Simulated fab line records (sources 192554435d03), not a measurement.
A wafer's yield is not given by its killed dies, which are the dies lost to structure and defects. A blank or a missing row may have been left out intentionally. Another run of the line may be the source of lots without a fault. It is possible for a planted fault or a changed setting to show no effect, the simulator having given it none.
Split-lot experiment | flow n5Finfet | on a route of 1938 steps: 7 lots, 21 wafers read

## SPLIT DETAILS
At N5_BEOL_M8_COAT_22 (resist thk 30 nm), the setting spinRpm was moved away from the recipe's 1500 rpm on 7 of the 21 wafers read, by -11.3% to +2.9%. All remaining wafers had this setting at the recipe value.

## FROM THE SPLIT TO THE READING: what the file shows between them, 5 steps
- N5_BEOL_M8_EBR_24
- N5_BEOL_M8_SOFTBAKE_23: time 60 s
- N5_BEOL_M8_EXPOSE_25: exposes mask V7, target cd 40 nm
- N5_BEOL_M8_PEB_26: peb time 60 s
- N5_BEOL_M8_DEVELOP_27: develop time 30 s

## THE READING
CAR-EUV_of_BEOL_M8_COAT_22.thkNm (the simulator's own value, which no gauge read), in nm, at N5_BEOL_M8_DESCUM_33 (chemistry O2, time 7 s). No usual value for it is given in the file. The 14 wafers here that ran the recipe average 26.1 nm, standard deviation 0.12 nm.

wafer  | tool, chamber at the split | spinRpm as run, rpm | against the recipe | CAR-EUV_of_BEOL_M8_COAT_22.thkNm, nm | against lot-mates on the recipe
L080.1 | lithoTrack-05, 0           | 1331                | -11.3%             | 27.8                                 | +1.6
L080.3 | lithoTrack-05, 0           | 1500                | recipe             | 26.2                                 | -
L080.5 | lithoTrack-05, 0           | 1331                | -11.3%             | 28                                   | +1.8
L083.4 | lithoTrack-02, 0           | 1500                | recipe             | 26.2                                 | -
L083.6 | lithoTrack-02, 0           | 1500                | recipe             | 26.2                                 | -
L083.5 | lithoTrack-02, 0           | 1500                | recipe             | 26.4                                 | -
L086.4 | lithoTrack-03, 0           | 1500                | recipe             | 26                                   | -
L086.5 | lithoTrack-03, 0           | 1500                | recipe             | 26                                   | -
L086.6 | lithoTrack-03, 0           | 1500                | recipe             | 26                                   | -
L090.2 | lithoTrack-03, 0           | 1500                | recipe             | 26.2                                 | -
L090.3 | lithoTrack-03, 0           | 1500                | recipe             | 26                                   | -
L090.4 | lithoTrack-03, 0           | 1347                | -10.2%             | 27.6                                 | +1.5
L093.1 | lithoTrack-03, 0           | 1370                | -8.7%              | 27.4                                 | +1.4
L093.2 | lithoTrack-03, 0           | 1500                | recipe             | 26                                   | -
L093.5 | lithoTrack-03, 0           | 1500                | recipe             | 26                                   | -
L096.1 | lithoTrack-02, 0           | 1500                | recipe             | 26                                   | -
L096.2 | lithoTrack-02, 0           | 1428                | -4.8%              | 26.8                                 | +0.8
L096.3 | lithoTrack-02, 0           | 1428                | -4.8%              | 27                                   | +1.0
L097.3 | lithoTrack-02, 0           | 1500                | recipe             | 26                                   | -
L097.4 | lithoTrack-02, 0           | 1500                | recipe             | 26                                   | -
L097.5 | lithoTrack-02, 0           | 1544                | +2.9%              | 25.6                                 | -0.4

FIT RESULTS
A straight line over all 21 wafers: CAR-EUV_of_BEOL_M8_COAT_22.thkNm changes by -0.158 nm for each +1% of spinRpm; r = -0.99; the points scatter about the line by 0.12 nm.
The same after taking each lot's own level away (the mean of its wafers on the recipe; 21 wafers): -0.153 nm for each +1%; r = -0.99; scatter 0.088 nm.
According to that fit, moving spinRpm by its largest amount changes the reading by 1.7 nm.
The lots' own levels span 26.00 to 26.27 nm, that is 2.1 times the standard deviation above.
Hence the lot-to-lot level has little effect on the slope; both slopes agree.
Check: for one of the wafers moved furthest among these (-11.3%), held out of the fit, the line's prediction against its lot-mates is +1.79 nm. Against them it came out at +1.6 nm.

## OTHER SPLITS ON THESE WAFERS
Before the reading, these wafers also passed through other splits. Each is held against what the fit with the lots' levels taken away leaves over:
other split on the same wafers  | wafers away from the commonest value | r with CAR-EUV_of_BEOL_M8_COAT_22.thkNm (lot level and that fit taken away)
N5_BEOL_M7_TRENCH_ETCH_37 timeS | 4                                    | -0.01

## THE WHOLE CHAIN: every reading that the file lists as answering this split, in the file's order
step                  | what it does           | reading                                                                           | change (the file's fit)               | r (the file's)
N5_BEOL_M8_COAT_22    | resist thk 30 nm       | CAR-EUV_of_BEOL_M8_COAT_22.thkNm (the simulator's own value, which no gauge read) | -0.165 nm for each +1% of the setting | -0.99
N5_BEOL_M8_DEVELOP_27 | develop time 30 s      | CAR-EUV_of_BEOL_M8_COAT_22.thkNm (the simulator's own value, which no gauge read) | -0.159 nm for each +1% of the setting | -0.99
N5_BEOL_M8_DESCUM_33  | chemistry O2, time 7 s | CAR-EUV_of_BEOL_M8_COAT_22.thkNm (the simulator's own value, which no gauge read) | -0.154 nm for each +1% of the setting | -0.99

## FILE'S OWN FIT
CAR-EUV_of_BEOL_M8_COAT_22.thkNm changes by -0.154 nm for each +1% of spinRpm, r = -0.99.
